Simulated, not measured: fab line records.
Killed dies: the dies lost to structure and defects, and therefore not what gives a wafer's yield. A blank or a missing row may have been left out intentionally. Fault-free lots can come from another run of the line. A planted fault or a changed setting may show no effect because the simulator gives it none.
Split-lot experiment | flow n5Finfet | 21 wafers read from 7 lots, route of 1938 steps

## ABOUT THE SPLIT
At N5_BEOL_M1_EXPOSE_08 (exposes mask M1), the setting doseMj was moved away from the recipe's 33 on 10 of the 21 wafers read, by -6.5% to +6.0%. This setting was run at the recipe's value on the other wafers.

## FROM THE SPLIT TO THE READING: what the file shows between them, 2 steps
- N5_BEOL_M1_PEB_09: peb time 60 s
- N5_BEOL_M1_DEVELOP_10: develop time 30 s

## THE READING
cdNm, in nm, at N5_BEOL_M1_CD_MEAS_11 (target cd 17.05 nm). Typical for fault-free wafers on this fab line: 17.13 nm, with standard deviation 0.22 nm.

wafer  | tool, chamber at the split | doseMj as run | against the recipe | cdNm, nm | against lot-mates on the recipe
L076.2 | euvScanner-01, 0           | 31.15         | -5.6%              | 16.06    | -0.59
L076.4 | euvScanner-01, 0           | 33            | recipe             | 16.65    | -
L076.5 | euvScanner-01, 0           | 31.15         | -5.6%              | 15.60    | -1.05
L085.1 | euvScanner-02, 0           | 33            | recipe             | 16.99    | -
L085.2 | euvScanner-02, 0           | 33            | recipe             | 16.88    | -
L085.4 | euvScanner-02, 0           | 33            | recipe             | 17.07    | -
L086.1 | euvScanner-02, 0           | 31.14         | -5.6%              | 16.11    | no lot-mate on the recipe
L086.5 | euvScanner-02, 0           | 31.14         | -5.6%              | 15.73    | no lot-mate on the recipe
L086.6 | euvScanner-02, 0           | 31.14         | -5.6%              | 16.06    | no lot-mate on the recipe
L087.1 | euvScanner-02, 0           | 34.97         | +6.0%              | 18.08    | +0.77
L087.4 | euvScanner-02, 0           | 33            | recipe             | 17.39    | -
L087.6 | euvScanner-02, 0           | 33            | recipe             | 17.24    | -
L091.2 | euvScanner-02, 0           | 33.75         | +2.3%              | 17.77    | +0.76
L091.3 | euvScanner-02, 0           | 33.75         | +2.3%              | 17.32    | +0.31
L091.4 | euvScanner-02, 0           | 33            | recipe             | 17.01    | -
L095.1 | euvScanner-01, 0           | 33            | recipe             | 17.34    | -
L095.3 | euvScanner-01, 0           | 33            | recipe             | 17.09    | -
L095.4 | euvScanner-01, 0           | 34.83         | +5.5%              | 18.19    | +0.98
L096.2 | euvScanner-02, 0           | 33            | recipe             | 17.01    | -
L096.3 | euvScanner-02, 0           | 33            | recipe             | 16.92    | -
L096.5 | euvScanner-02, 0           | 30.87         | -6.5%              | 15.28    | -1.69

FIT RESULTS
A straight line over all 21 wafers: cdNm changes by +0.209 nm for each +1% of doseMj; r = +0.96; the points scatter about the line by 0.23 nm.
The same after taking each lot's own level away (the mean of its wafers on the recipe; 18 wafers): +0.179 nm for each +1%; r = +0.94; scatter 0.22 nm.
Per that fit: largest doseMj move, reading shift of 1.2 nm.
Across the lots, their own levels run from 16.650 to 17.315 nm, a range of 3.0 times the standard deviation given above.
Thus the slope moves with the lot-to-lot level: the two fits are different.
Check: with one of the wafers moved furthest among these (-6.5%) left out of the fit, the line predicts -0.968 nm for it against its lot-mates. Against them it came out at -1.69 nm.

## THESE WAFERS: OTHER SPLITS
These wafers also went through other splits before the reading. Each is held against what the fit with the lots' levels taken away leaves over:
other split on the same wafers  | wafers away from the commonest value | r with cdNm (lot level and that fit taken away)
N5_BEOL_M0_SAQP_DESCUM_45 timeS | 10                                   | -0.25
N5_BEOL_M1_HM_DEP_02 targetThkA | 3                                    | -0.07

## THE WHOLE CHAIN: every reading that the file lists as answering this split, in the file's order
step                  | what it does                                                          | reading                                                             | change (the file's fit)               | r (the file's)
N5_BEOL_M1_CD_MEAS_11 | target cd 17.05 nm                                                    | cdNm                                                                | +0.184 nm for each +1% of the setting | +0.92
N5_BEOL_M1_ETCH_74    | etches underlayer in N2/H2, target depth 6.5 nm, time 5.2 s           | BEOL_M1.cdOffsetNm (the simulator's own value, which no gauge read) | +0.164 nm for each +1% of the setting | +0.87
N5_BEOL_M1_ETCH_63    | etches SiARC in CF4, target depth 15.6 nm, time 26 s                  | BEOL_M1.cdOffsetNm (the simulator's own value, which no gauge read) | +0.178 nm for each +1% of the setting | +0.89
N5_BEOL_M1_ETCH_64    | etches SOC in N2/H2, target depth 75 nm, overetch 15 nm, time 112.5 s | BEOL_M1.cdOffsetNm (the simulator's own value, which no gauge read) | +0.173 nm for each +1% of the setting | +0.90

## FILE'S OWN FIT
cdNm changes by +0.184 nm for each +1% of doseMj, r = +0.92.
